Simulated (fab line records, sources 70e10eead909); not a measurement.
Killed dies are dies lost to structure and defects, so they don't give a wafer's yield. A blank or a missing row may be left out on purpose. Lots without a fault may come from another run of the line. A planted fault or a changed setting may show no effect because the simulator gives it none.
Which tool did it? | flow nand_harc | 24 lots, 72 wafers sampled, at 6 steps of a route of 1302

WHAT THE GAUGES READ, wafer by wafer
The record holds no reading of a measuring or inspecting step that can be judged against a usual standard deviation.

WHICH TOOL RAN EACH LOT (tool, then ch and the chambers of the sampled wafers, then the start)
lot  | NHARC_A_STAIRCASE_ETCH_27                     | NHARC_A_STAIRCASE_ETCH_188                    | NHARC_A_STAIRCASE_ETCH_190                    | NHARC_A_STAIRCASE_TRIM_200                    | NHARC_A_STAIRCASE_DESCUM_219       | NHARC_A_STAIRCASE_ETCH_223
L074 | rie_diel-12 ch 1,2,3, day 15 16:35 or earlier | rie_diel-09 ch 0,3, day 15 16:35 or earlier   | rie_diel-09 ch 0,1,2, day 15 16:35 or earlier | rie_diel-09 ch 1,2,3, day 15 16:35 or earlier | rie_diel-02 ch 1,2, day 15 16:35   | rie_diel-02 ch 0,2, no start
L075 | rie_diel-02 ch 0,1, day 16 07:24 or earlier   | rie_diel-09 ch 0,2,3, day 16 07:24 or earlier | rie_diel-09 ch 2,3, day 16 07:24 or earlier   | rie_diel-02 ch 0,3, day 16 07:24 or earlier   | rie_diel-09 ch 0,2,3, day 16 07:24 | rie_diel-09 ch 0,2,3, no start
L076 | rie_diel-02 ch 1,3, day 16 17:40 or earlier   | rie_diel-02 ch 0,1, day 16 17:40 or earlier   | rie_diel-02 ch 1,3, day 16 17:40 or earlier   | rie_diel-02 ch 1,2, day 16 17:40 or earlier   | rie_diel-02 ch 0,2, day 16 17:40   | rie_diel-02 ch 1,2,3, no start
L078 | rie_diel-12 ch 0,3, day 17 13:26 or earlier   | rie_diel-09 ch 0,3, day 17 13:26 or earlier   | rie_diel-09 ch 0,2,3, day 17 13:26 or earlier | rie_diel-09 ch 1,2, day 17 13:26 or earlier   | rie_diel-12 ch 1,2, day 17 13:26   | rie_diel-12 ch 1,3, no start
L077 | rie_diel-09 ch 0,1, day 17 14:11 or earlier   | rie_diel-09 ch 1,2,3, day 17 14:11 or earlier | rie_diel-09 ch 0,3, day 17 14:11 or earlier   | rie_diel-12 ch 0,1, day 17 14:11 or earlier   | rie_diel-12 ch 0,1,3, day 17 14:11 | rie_diel-12 ch 0,1,2, no start
L079 | rie_diel-12 ch 1,2, day 17 18:38 or earlier   | rie_diel-12 ch 1,3, day 17 18:38 or earlier   | rie_diel-12 ch 0,2, day 17 18:38 or earlier   | rie_diel-12 ch 0,1, day 17 18:38 or earlier   | rie_diel-12 ch 2,3, day 17 18:38   | rie_diel-12 ch 0,3, no start
L080 | rie_diel-12 ch 1,2,3, day 18 10:11 or earlier | rie_diel-09 ch 0,3, day 18 10:11 or earlier   | rie_diel-09 ch 0,3, day 18 10:11 or earlier   | rie_diel-02 ch 1,2, day 18 10:11 or earlier   | rie_diel-09 ch 0,1,3, day 18 10:11 | rie_diel-09 ch 2,3, no start
L081 | rie_diel-09 ch 0,1,3, day 19 07:05 or earlier | rie_diel-09 ch 0,1,3, day 19 07:05 or earlier | rie_diel-09 ch 0,1,3, day 19 07:05 or earlier | rie_diel-12 ch 0,1,3, day 19 07:05 or earlier | rie_diel-02 ch 1,2,3, day 19 07:05 | rie_diel-02 ch 1,2,3, no start
L082 | rie_diel-12 ch 0,2,3, day 19 08:42 or earlier | rie_diel-09 ch 0,1,3, day 19 08:42 or earlier | rie_diel-09 ch 1,2, day 19 08:42 or earlier   | rie_diel-02 ch 1,2,3, day 19 08:42 or earlier | rie_diel-02 ch 1,2,3, day 19 08:42 | rie_diel-02 ch 1,2,3, no start
L084 | rie_diel-09 ch 1,2, day 20 05:58 or earlier   | rie_diel-12 ch 2,3, day 20 05:58 or earlier   | rie_diel-12 ch 2,3, day 20 05:58 or earlier   | rie_diel-12 ch 0,1,2, day 20 05:58 or earlier | rie_diel-02 ch 1,2,3, day 20 05:58 | rie_diel-02 ch 2,3, no start
L083 | rie_diel-02 ch 2,3, day 20 04:39 or earlier   | rie_diel-09 ch 1,2,3, day 20 04:39 or earlier | rie_diel-09 ch 0,1,3, day 20 04:39 or earlier | rie_diel-09 ch 0,1,3, day 20 04:39 or earlier | rie_diel-12 ch 1,2,3, day 20 04:39 | rie_diel-12 ch 0,3, no start
L085 | rie_diel-09 ch 1,2,3, day 20 15:50 or earlier | rie_diel-12 ch 1,2,3, day 20 15:50 or earlier | rie_diel-12 ch 0,2, day 20 15:50 or earlier   | rie_diel-09 ch 0,2, day 20 15:50 or earlier   | rie_diel-09 ch 1,2,3, day 20 15:50 | rie_diel-09 ch 0,1,2, no start
L086 | rie_diel-12 ch 1,2,3, day 20 21:39 or earlier | rie_diel-12 ch 0,1,3, day 20 21:39 or earlier | rie_diel-12 ch 0,1,2, day 20 21:39 or earlier | rie_diel-02 ch 1,2,3, day 20 21:39 or earlier | rie_diel-09 ch 2,3, day 20 21:39   | rie_diel-09 ch 1,2, no start
L088 | rie_diel-12 ch 0,2,3, day 21 20:23 or earlier | rie_diel-09 ch 0,1,2, day 21 20:23 or earlier | rie_diel-09 ch 0,1,2, day 21 20:23 or earlier | rie_diel-09 ch 0,1,2, day 21 20:23 or earlier | rie_diel-12 ch 1,2,3, day 21 20:23 | rie_diel-12 ch 0,2,3, no start
L087 | rie_diel-12 ch 0,1,2, day 22 00:56 or earlier | rie_diel-12 ch 0,1,3, day 22 00:56 or earlier | rie_diel-12 ch 1,2,3, day 22 00:56 or earlier | rie_diel-02 ch 1,2,3, day 22 00:56 or earlier | rie_diel-12 ch 0,1,2, day 22 00:56 | rie_diel-12 ch 0,1,3, no start
L091 | rie_diel-09 ch 0,1,2, day 22 10:27 or earlier | rie_diel-12 ch 0,1, day 22 10:27 or earlier   | rie_diel-12 ch 0,1, day 22 10:27 or earlier   | rie_diel-09 ch 1,3, day 22 10:27 or earlier   | rie_diel-02 ch 0,1,3, day 22 10:27 | rie_diel-02 ch 0,2,3, no start
L089 | rie_diel-12 ch 1,3, day 22 12:17 or earlier   | rie_diel-02 ch 0,2,3, day 22 12:17 or earlier | rie_diel-02 ch 1,3, day 22 12:17 or earlier   | rie_diel-09 ch 0,1, day 22 12:17 or earlier   | rie_diel-02 ch 0,1,2, day 22 12:17 | rie_diel-02 ch 1,2, no start
L090 | rie_diel-09 ch 0,1, day 22 22:24 or earlier   | rie_diel-09 ch 0,1,2, day 22 22:24 or earlier | rie_diel-09 ch 0,1,2, day 22 22:24 or earlier | rie_diel-09 ch 0,1,2, day 22 22:24 or earlier | rie_diel-12 ch 0,1,3, day 22 22:24 | rie_diel-12 ch 0,1,3, no start
L092 | rie_diel-02 ch 1,2, day 23 09:37 or earlier   | rie_diel-02 ch 0,1, day 23 09:37 or earlier   | rie_diel-02 ch 0,2,3, day 23 09:37 or earlier | rie_diel-12 ch 0,3, day 23 09:37 or earlier   | rie_diel-02 ch 0,1,3, day 23 09:37 | rie_diel-02 ch 0,1, no start
L093 | rie_diel-09 ch 0,1,2, day 23 16:55 or earlier | rie_diel-09 ch 0,1,2, day 23 16:55 or earlier | rie_diel-09 ch 2,3, day 23 16:55 or earlier   | rie_diel-12 ch 0,1,3, day 23 16:55 or earlier | rie_diel-09 ch 0,1, day 23 16:55   | rie_diel-09 ch 1,2,3, no start
L094 | rie_diel-02 ch 1,2,3, day 24 05:15 or earlier | rie_diel-12 ch 2,3, day 24 05:15 or earlier   | rie_diel-12 ch 0,1,3, day 24 05:15 or earlier | rie_diel-12 ch 0,1,3, day 24 05:15 or earlier | rie_diel-02 ch 0,3, day 24 05:15   | rie_diel-02 ch 0,3, no start
L095 | rie_diel-12 ch 1,2, day 24 17:57 or earlier   | rie_diel-09 ch 1,2,3, day 24 17:57 or earlier | rie_diel-09 ch 0,1,2, day 24 17:57 or earlier | rie_diel-09 ch 0,2,3, day 24 17:57 or earlier | rie_diel-02 ch 1,2, day 24 17:57   | rie_diel-02 ch 0,3, no start
L096 | rie_diel-12 ch 1,2,3, day 24 18:21 or earlier | rie_diel-02 ch 0,2,3, day 24 18:21 or earlier | rie_diel-02 ch 0,2,3, day 24 18:21 or earlier | rie_diel-12 ch 1,3, day 24 18:21 or earlier   | rie_diel-02 ch 1,3, day 24 18:21   | rie_diel-02 ch 1,3, no start
L097 | rie_diel-09 ch 1,3, day 25 19:43 or earlier   | rie_diel-02 ch 0,2,3, day 25 19:43 or earlier | rie_diel-02 ch 2,3, day 25 19:43 or earlier   | rie_diel-12 ch 1,2,3, day 25 19:43 or earlier | rie_diel-02 ch 1,2, day 25 19:43   | rie_diel-02 ch 0,1, no start
- NHARC_A_STAIRCASE_ETCH_27: etches the open film in C4F8/O2, target depth 100 nm, time 40.5 s.
- NHARC_A_STAIRCASE_ETCH_188: etches the open film in C4F8/O2, target depth 100 nm, time 40.5 s.
- NHARC_A_STAIRCASE_ETCH_190: etches the open film in C4F8/O2, target depth 100 nm, time 40.5 s.
- NHARC_A_STAIRCASE_TRIM_200: chemistry O2, time 211.2 s.
- NHARC_A_STAIRCASE_DESCUM_219: chemistry O2, time 3 s.
- NHARC_A_STAIRCASE_ETCH_223: etches the open film in C4F8/O2, target depth 100 nm, time 40.5 s.

WHAT THE TOOLS THEMSELVES READ (means of the sampled wafers that have a number; where no wafer has one, the mark that the record gives instead)
NHARC_A_STAIRCASE_ETCH_27.
lot  | tool        | oes_product_au (a.u.) | rf_vpp_V (V)
L074 | rie_diel-12 | 0.948                 | 898
L075 | rie_diel-02 | 0.950                 | 898
L076 | rie_diel-02 | 0.938                 | 894
L078 | rie_diel-12 | 0.952                 | 898
L077 | rie_diel-09 | 0.942                 | 898
L079 | rie_diel-12 | 0.926                 | 895
L080 | rie_diel-12 | 0.948                 | 897
L081 | rie_diel-09 | 0.939                 | 895
L082 | rie_diel-12 | 0.952                 | 899
L084 | rie_diel-09 | 0.953                 | 899
L083 | rie_diel-02 | 0.955                 | 888
L085 | rie_diel-09 | 0.960                 | 896
L086 | rie_diel-12 | 0.947                 | 897
L088 | rie_diel-12 | 0.945                 | 899
L087 | rie_diel-12 | 0.952                 | 897
L091 | rie_diel-09 | 0.936                 | 898
L089 | rie_diel-12 | 0.953                 | 894
L090 | rie_diel-09 | 0.949                 | 898
L092 | rie_diel-02 | 0.958                 | 891
L093 | rie_diel-09 | 0.951                 | 899
L094 | rie_diel-02 | 0.948                 | 891
L095 | rie_diel-12 | 0.937                 | 894
L096 | rie_diel-12 | 0.938                 | 896
L097 | rie_diel-09 | 0.954                 | 896

NHARC_A_STAIRCASE_ETCH_188.
lot  | tool        | oes_product_au (a.u.) | rf_vpp_V (V)
L074 | rie_diel-09 | 0.939                 | 894
L075 | rie_diel-09 | 0.942                 | 896
L076 | rie_diel-02 | 0.930                 | 897
L078 | rie_diel-09 | 0.946                 | 893
L077 | rie_diel-09 | 0.936                 | 897
L079 | rie_diel-12 | 0.956                 | 894
L080 | rie_diel-09 | 0.953                 | 892
L081 | rie_diel-09 | 0.952                 | 894
L082 | rie_diel-09 | 0.966                 | 894
L084 | rie_diel-12 | 0.955                 | 900
L083 | rie_diel-09 | 0.933                 | 896
L085 | rie_diel-12 | 0.951                 | 897
L086 | rie_diel-12 | 0.944                 | 894
L088 | rie_diel-09 | 0.949                 | 898
L087 | rie_diel-12 | 0.935                 | 894
L091 | rie_diel-12 | 0.940                 | 891
L089 | rie_diel-02 | 0.953                 | 890
L090 | rie_diel-09 | 0.946                 | 897
L092 | rie_diel-02 | 0.934                 | 895
L093 | rie_diel-09 | 0.938                 | 898
L094 | rie_diel-12 | 0.919                 | 901
L095 | rie_diel-09 | 0.958                 | 895
L096 | rie_diel-02 | 0.939                 | 890
L097 | rie_diel-02 | 0.955                 | 890

NHARC_A_STAIRCASE_ETCH_190.
lot  | tool        | oes_product_au (a.u.) | rf_vpp_V (V)
L074 | rie_diel-09 | 0.943                 | 899
L075 | rie_diel-09 | 0.942                 | 894
L076 | rie_diel-02 | 0.944                 | 892
L078 | rie_diel-09 | 0.947                 | 895
L077 | rie_diel-09 | 0.946                 | 893
L079 | rie_diel-12 | 0.928                 | 900
L080 | rie_diel-09 | 0.955                 | 893
L081 | rie_diel-09 | 0.938                 | 894
L082 | rie_diel-09 | 0.958                 | 900
L084 | rie_diel-12 | 0.954                 | 900
L083 | rie_diel-09 | 0.935                 | 894
L085 | rie_diel-12 | 0.935                 | 903
L086 | rie_diel-12 | 0.945                 | 897
L088 | rie_diel-09 | 0.949                 | 897
L087 | rie_diel-12 | 0.936                 | 896
L091 | rie_diel-12 | 0.948                 | 894
L089 | rie_diel-02 | 0.950                 | 891
L090 | rie_diel-09 | 0.950                 | 898
L092 | rie_diel-02 | 0.961                 | 890
L093 | rie_diel-09 | 0.947                 | 892
L094 | rie_diel-12 | 0.934                 | 893
L095 | rie_diel-09 | 0.947                 | 898
L096 | rie_diel-02 | 0.949                 | 890
L097 | rie_diel-02 | 0.949                 | 887

NHARC_A_STAIRCASE_TRIM_200.
lot  | tool        | drypump_motor_current_A (A) | oes_product_au (a.u.) | rf_vpp_V (V) | showerhead_plenum_p_Torr (Torr) | throttle_valve_pct (%)
L074 | rie_diel-09 | 5.9                         | 0.996                 | 57.4         | 3.56                            | 17.043
L075 | rie_diel-02 | 5.8                         | 1.000                 | 57.3         | 3.46                            | 17.044
L076 | rie_diel-02 | 5.9                         | 1.005                 | 57.1         | 3.49                            | 17.037
L078 | rie_diel-09 | 5.9                         | 1.024                 | 57.8         | 3.65                            | 17.037
L077 | rie_diel-12 | 5.6                         | 0.991                 | 56.8         | 3.50                            | 17.036
L079 | rie_diel-12 | 5.5                         | 0.997                 | 57.1         | 3.43                            | 17.027
L080 | rie_diel-02 | 5.8                         | 0.998                 | 57.2         | 3.41                            | 17.033
L081 | rie_diel-12 | 5.4                         | 1.002                 | 57.0         | 3.49                            | 17.028
L082 | rie_diel-02 | 5.7                         | 1.008                 | 58.5         | 3.41                            | 17.037
L084 | rie_diel-12 | 5.7                         | 1.001                 | 58.3         | 3.56                            | 17.034
L083 | rie_diel-09 | 5.8                         | 1.001                 | 57.9         | 3.48                            | 17.039
L085 | rie_diel-09 | 5.5                         | 1.017                 | 57.2         | 3.59                            | 17.035
L086 | rie_diel-02 | 5.6                         | 1.001                 | 57.3         | 3.40                            | 17.040
L088 | rie_diel-09 | 5.7                         | 1.003                 | 57.6         | 3.58                            | 17.043
L087 | rie_diel-02 | 5.7                         | 0.996                 | 58.0         | 3.40                            | 17.032
L091 | rie_diel-09 | 6.0                         | 1.023                 | 57.6         | 3.43                            | 17.047
L089 | rie_diel-09 | 5.9                         | 1.014                 | 58.8         | 3.56                            | 17.046
L090 | rie_diel-09 | 5.7                         | 1.008                 | 57.3         | 3.57                            | 17.036
L092 | rie_diel-12 | 5.4                         | 1.012                 | 58.5         | 3.54                            | 17.045
L093 | rie_diel-12 | 5.4                         | 1.007                 | 57.4         | 3.47                            | 17.040
L094 | rie_diel-12 | 5.4                         | 1.002                 | 57.9         | 3.47                            | 17.044
L095 | rie_diel-09 | 5.6                         | 1.003                 | 57.7         | 3.47                            | 17.044
L096 | rie_diel-12 | 5.4                         | 1.002                 | 57.2         | 3.39                            | 17.039
L097 | rie_diel-12 | 5.5                         | 0.994                 | 57.2         | 3.53                            | 17.041

NHARC_A_STAIRCASE_DESCUM_219.
lot  | tool        | drypump_motor_current_A (A) | oes_product_au (a.u.) | rf_vpp_V (V) | showerhead_plenum_p_Torr (Torr) | throttle_valve_pct (%)
L074 | rie_diel-02 | 5.9                         | 1.013                 | 58.7         | 1.89                            | 11.321
L075 | rie_diel-09 | 5.6                         | 1.004                 | 57.3         | 1.90                            | 11.309
L076 | rie_diel-02 | 6.0                         | 1.002                 | 57.6         | 1.87                            | 11.319
L078 | rie_diel-12 | 5.9                         | 0.979                 | 57.5         | 1.98                            | 11.307
L077 | rie_diel-12 | 5.4                         | 1.001                 | 57.8         | 1.90                            | 11.305
L079 | rie_diel-12 | 5.7                         | 1.000                 | 57.9         | 2.02                            | 11.323
L080 | rie_diel-09 | 5.8                         | 0.996                 | 56.8         | 1.89                            | 11.314
L081 | rie_diel-02 | 5.7                         | 1.005                 | 57.8         | 1.84                            | 11.310
L082 | rie_diel-02 | 5.6                         | 1.010                 | 57.5         | 1.84                            | 11.311
L084 | rie_diel-02 | 5.6                         | 0.995                 | 57.8         | 1.84                            | 11.309
L083 | rie_diel-12 | 5.5                         | 0.997                 | 58.0         | 1.93                            | 11.308
L085 | rie_diel-09 | 5.9                         | 1.012                 | 57.7         | 1.92                            | 11.318
L086 | rie_diel-09 | 5.8                         | 1.020                 | 57.9         | 1.92                            | 11.312
L088 | rie_diel-12 | 5.5                         | 0.998                 | 57.0         | 1.93                            | 11.306
L087 | rie_diel-12 | 5.7                         | 1.006                 | 57.1         | 1.93                            | 11.309
L091 | rie_diel-02 | 5.8                         | 1.005                 | 57.1         | 1.87                            | 11.314
L089 | rie_diel-02 | 5.9                         | 0.999                 | 58.2         | 1.87                            | 11.306
L090 | rie_diel-12 | 5.4                         | 1.006                 | 58.1         | 1.88                            | 11.318
L092 | rie_diel-02 | 5.8                         | 0.995                 | 57.7         | 1.87                            | 11.308
L093 | rie_diel-09 | 5.9                         | 1.005                 | 58.0         | 1.93                            | 11.308
L094 | rie_diel-02 | 5.8                         | 1.005                 | 57.9         | 1.86                            | 11.311
L095 | rie_diel-02 | 5.9                         | 0.999                 | 57.2         | 1.88                            | 11.313
L096 | rie_diel-02 | 5.5                         | 1.010                 | 57.0         | 1.83                            | 11.316
L097 | rie_diel-02 | 5.9                         | 1.008                 | 57.7         | 1.87                            | 11.317

NHARC_A_STAIRCASE_ETCH_223.
lot  | tool        | oes_product_au (a.u.) | rf_vpp_V (V)
L074 | rie_diel-02 | 0.941                 | 891
L075 | rie_diel-09 | 0.936                 | 895
L076 | rie_diel-02 | 0.955                 | 891
L078 | rie_diel-12 | 0.939                 | 895
L077 | rie_diel-12 | 0.925                 | 897
L079 | rie_diel-12 | 0.945                 | 897
L080 | rie_diel-09 | 0.937                 | 893
L081 | rie_diel-02 | 0.946                 | 891
L082 | rie_diel-02 | 0.934                 | 891
L084 | rie_diel-02 | 0.938                 | 888
L083 | rie_diel-12 | 0.960                 | 897
L085 | rie_diel-09 | 0.956                 | 897
L086 | rie_diel-09 | 0.949                 | 900
L088 | rie_diel-12 | 0.949                 | 899
L087 | rie_diel-12 | 0.941                 | 894
L091 | rie_diel-02 | 0.956                 | 890
L089 | rie_diel-02 | 0.955                 | 891
L090 | rie_diel-12 | 0.941                 | 894
L092 | rie_diel-02 | 0.945                 | 895
L093 | rie_diel-09 | 0.953                 | 896
L094 | rie_diel-02 | 0.961                 | 892
L095 | rie_diel-02 | 0.943                 | 892
L096 | rie_diel-02 | 0.946                 | 890
L097 | rie_diel-02 | 0.951                 | 895

THE ANSWER, worked out from the rows above alone
Rule: what is usual is taken from the lots themselves. Put in order of their means at a reading, lots are off if they are a third of the lots or fewer, leave a main group of 4 or more, and stand apart from it by a gap of 3 or more times the standard deviation of the main group's means; of several such gaps the widest counts. A main group whose means are all the same, to the digits that the tables above print for the reading, isn't used. A lot without any number at a reading at which 4 lots or more have one is off too. The other lots that the step has rows for count as sound. The gauges are gone through in route order, then the tools' own readings, and for those a lot's mean is taken as printed above. The first step at which some lot is off is used, and at that step the reading that is off furthest; a lot without a number counts as furthest.
No lot is off at any reading shown: from this, nothing can be told.

WHAT THE SIMULATOR HAD PUT IN
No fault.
